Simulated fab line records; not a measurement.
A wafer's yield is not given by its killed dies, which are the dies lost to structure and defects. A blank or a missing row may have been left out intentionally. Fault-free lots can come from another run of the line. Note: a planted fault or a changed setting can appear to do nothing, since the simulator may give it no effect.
fab line records ; flow nandHarc
record lots=6; wafers=18; lastDay=30
route steps=1302 shown A_DECK1_JOINT@537 A_ONON_D2@545
lots that met no fault: taken from a fault-free run of the same line
startH: hours from the record's opening day to when the first of the lot's shown wafers began ; waitH: hours since the lot's step before ; " same as the row above ; L1.1+2: a single row standing in for several wafers ; - no value, or no start given ; * or withheld: withheld ; < > ~ a bound
route shown NAME@n: a module of which the file shows steps, and the number in the route of the first ; usual: average and standard deviation across the fault-free wafers ; same: alike in all rows ; chamber/n: place in a boat ; sites: each site's reading ; _std_site: standard deviation across them ; _edge_site: mean of outer sites minus mean of inner sites ; radiusMm: for every site, how far away it sits from the centre of the wafer ; mask NAME#n: copy n ; behind: the last tool/chamber to shape the wafer ; hold: the reason the lot was held/the length of the hold in hours/how it ended ; device: transistor that didn't switch, given as n, p or np ; end of line: tests of these same wafers at the route's end ; where a step has no rows: the recipe by itself ; killed: at the first sort, the dies lost to defects and structure; wafer yield is something else ; map: shows each die of a wafer: x if killed, . if not, _ if none is there
set.NAME: the setting as run; set.NAME@STEP: as run at that earlier step ; model.NAME: the simulator's own value behind a step, which no gauge read
certain route steps with their lots: each step a table, each wafer a row
services: a tool's chamber out of use, with start hour (startH, from the record's first day; less than 0 if before it), hours out, and reason
## steps
# step NHARC_A_DECK1_JOINT_ANNEAL_28
# recipe tempC=500; timeS=1800; idleTempC=400; rampUpCPerMin=10; densificationPH2oTorr=640
# step NHARC_A_DECK1_JOINT_ANNEAL_29
# recipe tempC=750; timeS=1800; idleTempC=500; rampUpCPerMin=10; rampDownCPerMin=3
# step NHARC_A_DECK1_JOINT_CMP_02
# recipe material=SiOx
# usual motorCurrentA=12.7/1.6
lot.wafer;tool;chamber;startH;waitH;motorCurrentA
L820.3;cmp-03;1;281.94;0.4;14.1
L820.1;cmp-03;0;281.94;0.4;12.5
L820.6;cmp-03;1;281.94;0.4;13.3
L823.2;cmp-02;3;303.65;0.4;12.9
L823.4;cmp-02;1;303.65;0.4;13.8
L823.6;cmp-02;0;303.65;0.4;14.7
L829.1;cmp-02;3;373.75;0.4;12.3
L829.2;cmp-02;0;373.75;0.4;15.6
L829.6;cmp-02;1;373.75;0.4;14.0
L832.1;cmp-03;1;405.49;0.4;13.3
L832.3;cmp-03;0;405.49;0.4;11.8
L832.5;cmp-03;1;405.49;0.4;13.2
L834.1;cmp-04;3;418.01;0.4;12.2
L834.2;cmp-04;2;418.01;0.4;13.9
L834.5;cmp-04;0;418.01;0.4;9.3
L835.1;cmp-04;0;436.49;0.4;9.2
L835.2;cmp-04;1;436.49;0.4;11.9
L835.3;cmp-04;2;436.49;0.4;12.9
# step NHARC_A_DECK1_JOINT_SRD_15
# step NHARC_A_DECK1_JOINT_DEP_16
# recipe targetThkA=450; tempC=400; pressureTorr=6.5; rfW=900; teosFlowSccm=161.4; flowSccm=2650; targetThkNm=45; gas=O2; material=SiO2
# usual heaterPowerW=528/92; showerheadVppV=1838/75; throttleValvePct=15.8/0.45
lot.wafer;tool;chamber;startH;waitH;heaterPowerW;showerheadVppV;throttleValvePct
L820.1;pecvd-03;2;282.36;0.1;672;1773;16.7
L820.3;pecvd-03;0;282.36;0.1;465;1785;15.7
L820.6;pecvd-03;0;282.36;0.1;461;1736;15.8
L823.2;pecvd-03;1;304.07;0.1;408;1862;16.3
L823.6;pecvd-03;1;304.07;0.1;409;1842;16.1
L823.4;pecvd-03;2;304.07;0.1;643;1777;16.6
L829.2;pecvd-01;1;374.09;0.1;335;1902;15.4
L829.1;pecvd-01;0;374.09;0.1;715;2018;15.7
L829.6;pecvd-01;2;374.09;0.1;589;1884;15.4
L832.3;pecvd-03;2;405.98;0.2;617;1763;16.3
L832.1;pecvd-03;1;405.98;0.2;449;1870;16.1
L832.5;pecvd-03;1;405.98;0.2;464;1880;15.9
L834.1;pecvd-03;1;418.47;0.2;435;1882;16.2
L834.2;pecvd-03;0;418.47;0.2;603;1726;15.2
L834.5;pecvd-03;2;418.47;0.2;655;1749;15.9
L835.1;pecvd-01;0;436.89;0.1;683;1997;15.8
L835.3;pecvd-01;1;436.89;0.1;389;1919;15.4
L835.2;pecvd-01;2;436.89;0.1;482;1863;15.2
# step NHARC_A_DECK1_JOINT_THK_MEAS_17
# recipe thkMeasGauge=ellipsometry
# usual thkNm=45.2/1.1
lot.wafer;tool;chamber;startH;waitH;thkNm
L820.1;filmMetro-01;-;282.61;0.2;44.9
L820.3;filmMetro-01;-;282.61;0.2;44.0
L820.6;filmMetro-01;-;282.61;0.2;45.6
L823.2;filmMetro-01;-;304.32;0.2;46.6
L823.4;filmMetro-01;-;304.32;0.2;46.2
L823.6;filmMetro-01;-;304.32;0.2;44.4
L829.1;filmMetro-01;-;374.37;0.2;44.1
L829.2;filmMetro-01;-;374.37;0.2;43.7
L829.6;filmMetro-01;-;374.37;0.2;45.1
L832.1;filmMetro-02;-;406.26;0.2;45.8
L832.3;filmMetro-02;-;406.26;0.2;42.9
L832.5;filmMetro-02;-;406.26;0.2;44.9
L834.1;filmMetro-02;-;418.75;0.3;45.0
L834.2;filmMetro-02;-;418.75;0.3;44.3
L834.5;filmMetro-02;-;418.75;0.3;47.4
L835.1;filmMetro-02;-;437.17;0.3;45.8
L835.2;filmMetro-02;-;437.17;0.3;46.1
L835.3;filmMetro-02;-;437.17;0.3;46.0
# step NHARC_A_DECK1_JOINT_INSPECT_05
# usual rawDefectCount=323/130
lot.wafer;tool;chamber;startH;waitH;rawDefectCount
L820.1;defectInspect-01;-;282.65;0.0;335
L820.3;defectInspect-01;-;282.65;0.0;611
L820.6;defectInspect-01;-;282.65;0.0;448
L823.2;defectInspect-02;-;304.36;0.0;277
L823.4;defectInspect-02;-;304.36;0.0;319
L823.6;defectInspect-02;-;304.36;0.0;377
L829.1;defectInspect-02;-;374.42;0.1;273
L829.2;defectInspect-02;-;374.42;0.1;417
L829.6;defectInspect-02;-;374.42;0.1;282
L832.1;defectInspect-01;-;406.30;0.0;329
L832.3;defectInspect-01;-;406.30;0.0;459
L832.5;defectInspect-01;-;406.30;0.0;412
L834.1;defectInspect-02;-;418.78;0.0;252
L834.2;defectInspect-02;-;418.78;0.0;245
L834.5;defectInspect-02;-;418.78;0.0;191
L835.1;defectInspect-01;-;437.21;0.0;197
L835.2;defectInspect-01;-;437.21;0.0;336
L835.3;defectInspect-01;-;437.21;0.0;263
# step NHARC_A_ONON_D2_DEP_00
# recipe targetThkA=10000; n2FlowSccm=2750; n2oFlowSccm=2000; nh3FlowSccm=500; sih4FlowSccm=210; tempC=400
# step NHARC_A_ONON_D2_THK_MEAS_02
# recipe thkMeasGauge=ellipsometry
# usual thkNm=1002/8.3
lot.wafer;tool;chamber;startH;waitH;thkNm
L820.1;filmMetro-02;-;283.22;-;994
L820.3;filmMetro-02;-;283.22;-;995
L820.6;filmMetro-02;-;283.22;-;994
L823.2;filmMetro-02;-;304.94;-;1002
L823.4;filmMetro-02;-;304.94;-;1001
L823.6;filmMetro-02;-;304.94;-;999
L829.1;filmMetro-01;-;375.00;-;1010
L829.2;filmMetro-01;-;375.00;-;1009
L829.6;filmMetro-01;-;375.00;-;1011
L832.1;filmMetro-01;-;406.88;-;1010
L832.3;filmMetro-01;-;406.88;-;1011
L832.5;filmMetro-01;-;406.88;-;1010
L834.1;filmMetro-01;-;419.36;-;1007
L834.2;filmMetro-01;-;419.36;-;1008
L834.5;filmMetro-01;-;419.36;-;1006
L835.1;filmMetro-02;-;437.79;-;1013
L835.2;filmMetro-02;-;437.79;-;1013
L835.3;filmMetro-02;-;437.79;-;1012
# step NHARC_A_ONON_D2_DEP_03
# recipe targetThkA=10000; n2FlowSccm=2750; n2oFlowSccm=2000; nh3FlowSccm=500; sih4FlowSccm=210; tempC=400
# step NHARC_A_ONON_D2_THK_MEAS_05
# recipe thkMeasGauge=ellipsometry
# usual thkNm=1000/15
lot.wafer;tool;chamber;startH;waitH;thkNm
L820.1;filmMetro-02;-;283.79;-;1021
L820.3;filmMetro-02;-;283.79;-;1022
L820.6;filmMetro-02;-;283.79;-;1021
L823.2;filmMetro-02;-;305.51;-;1007
L823.4;filmMetro-02;-;305.51;-;1007
L823.6;filmMetro-02;-;305.51;-;1005
L829.1;filmMetro-01;-;375.56;-;977
L829.2;filmMetro-01;-;375.56;-;980
L829.6;filmMetro-01;-;375.56;-;977
L832.1;filmMetro-02;-;407.44;-;998
L832.3;filmMetro-02;-;407.44;-;1000
L832.5;filmMetro-02;-;407.44;-;1001
L834.1;filmMetro-02;-;419.93;-;1002
L834.2;filmMetro-02;-;419.93;-;1004
L834.5;filmMetro-02;-;419.93;-;1003
L835.1;filmMetro-02;-;438.36;-;1001
L835.2;filmMetro-02;-;438.36;-;1002
L835.3;filmMetro-02;-;438.36;-;1002
# step NHARC_A_ONON_D2_DEP_06
# recipe targetThkA=10000; n2FlowSccm=2750; n2oFlowSccm=2000; nh3FlowSccm=500; sih4FlowSccm=210; tempC=400
# usual nh3FlowSccm=500.0/1.5
lot.wafer;tool;chamber;startH;waitH;nh3FlowSccm
L820.1;pecvdOnon-02;0;283.85;0.1;500.5
L820.3;pecvdOnon-02;0;283.85;0.1;501.0
L820.6;pecvdOnon-02;0;283.85;0.1;501.1
L823.2;pecvdOnon-04;0;305.62;0.1;498.9
L823.4;pecvdOnon-04;0;305.62;0.1;499.5
L823.6;pecvdOnon-04;0;305.62;0.1;500.0
L829.1;pecvdOnon-04;0;375.62;0.1;499.6
L829.2;pecvdOnon-04;0;375.62;0.1;499.0
L829.6;pecvdOnon-04;0;375.62;0.1;498.9
L832.1;pecvdOnon-03;0;407.50;0.1;498.6
L832.3;pecvdOnon-03;0;407.50;0.1;498.3
L832.5;pecvdOnon-03;0;407.50;0.1;500.2
L834.1;pecvdOnon-04;0;419.99;0.1;501.6
L834.2;pecvdOnon-04;0;419.99;0.1;499.1
L834.5;pecvdOnon-04;0;419.99;0.1;502.1
L835.1;pecvdOnon-04;0;438.41;0.1;498.3
L835.2;pecvdOnon-04;0;438.41;0.1;499.1
L835.3;pecvdOnon-04;0;438.41;0.1;498.2
# step NHARC_A_ONON_D2_THK_MEAS_08
# recipe thkMeasGauge=ellipsometry
# usual thkNm=1000/10
lot.wafer;tool;chamber;startH;waitH;thkNm
L820.1;filmMetro-02;-;284.36;-;1000
L820.3;filmMetro-02;-;284.36;-;1000
L820.6;filmMetro-02;-;284.36;-;1002
L823.2;filmMetro-01;-;306.07;-;1004
L823.4;filmMetro-01;-;306.07;-;1005
L823.6;filmMetro-01;-;306.07;-;1004
L829.1;filmMetro-01;-;376.13;-;975
L829.2;filmMetro-01;-;376.13;-;974
L829.6;filmMetro-01;-;376.13;-;974
L832.1;filmMetro-01;-;408.01;-;1012
L832.3;filmMetro-01;-;408.01;-;1014
L832.5;filmMetro-01;-;408.01;-;1014
L834.1;filmMetro-02;-;420.50;-;1441
L834.2;filmMetro-02;-;420.50;-;1001
L834.5;filmMetro-02;-;420.50;-;1001
L835.1;filmMetro-01;-;438.92;-;1434
L835.2;filmMetro-01;-;438.92;-;994
L835.3;filmMetro-01;-;438.92;-;1433
# step NHARC_A_ONON_D2_DEP_09
# recipe targetThkA=10000; n2FlowSccm=2750; n2oFlowSccm=2000; nh3FlowSccm=500; sih4FlowSccm=210; tempC=400
## services
tool;chamber;startH;hours;kind
cmp-03;-;260.00;4.0;pm
cmp-02;-;310.53;0.8;repair
cmp-03;-;310.93;6.4;repair
pecvdOnon-04;-;311.12;13.0;pm
pecvd-01;-;311.57;13.0;pm
cmp-04;-;311.75;4.0;pm
cmp-03;-;324.82;0.7;repair
cmp-02;-;332.38;4.0;pm
pecvd-01;-;333.27;1.5;repair
cmp-04;-;354.04;0.3;repair
cmp-03;-;358.00;4.0;pm
pecvd-03;-;366.00;13.0;pm
pecvd-03;0;366.00;13.0;ventCycle
pecvd-03;1;366.00;13.0;ventCycle
pecvd-03;2;366.00;13.0;ventCycle
pecvdOnon-02;-;366.00;13.0;pm
cmp-04;-;369.19;0.9;repair
pecvd-01;-;371.95;1.1;repair
pecvdOnon-04;-;388.29;1.1;repair
pecvdOnon-03;-;408.00;13.0;pm
cmp-04;-;409.75;4.0;pm
cmp-04;-;427.95;2.5;repair
cmp-02;-;430.49;4.0;pm
cmp-04;-;436.84;49.3;repair
## key
firstSign step=NHARC_A_ONON_D2_THK_MEAS_08; reading=thkNm; direction=up; sigmas=42; usual=1000; struck=1436
effect none on later readings
metAt NHARC_A_ONON_D2_DEP_06
struckWafers L834.1,L835.1,L835.3
testerLeftOut L834,L835
onsetBetween 375.62 419.99
fault kind=processParameterDrift; tool=pecvdOnon-04; chamber=-; onsetH=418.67; steps=NHARC_A_ONON_D2_DEP_06; channel=targetThkA; offset=*; shape=step; endH=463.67; scope=struckWafersOnly; actsIn=*; stated=*
# testerLeftOut: of these lots the tester's yield and bins aren't shown, on N5 and GAA mostly nor the transistor test; their killed dies are dies lost to structure and defects alone, not to doping, threshold or leakage, so they don't give the yield
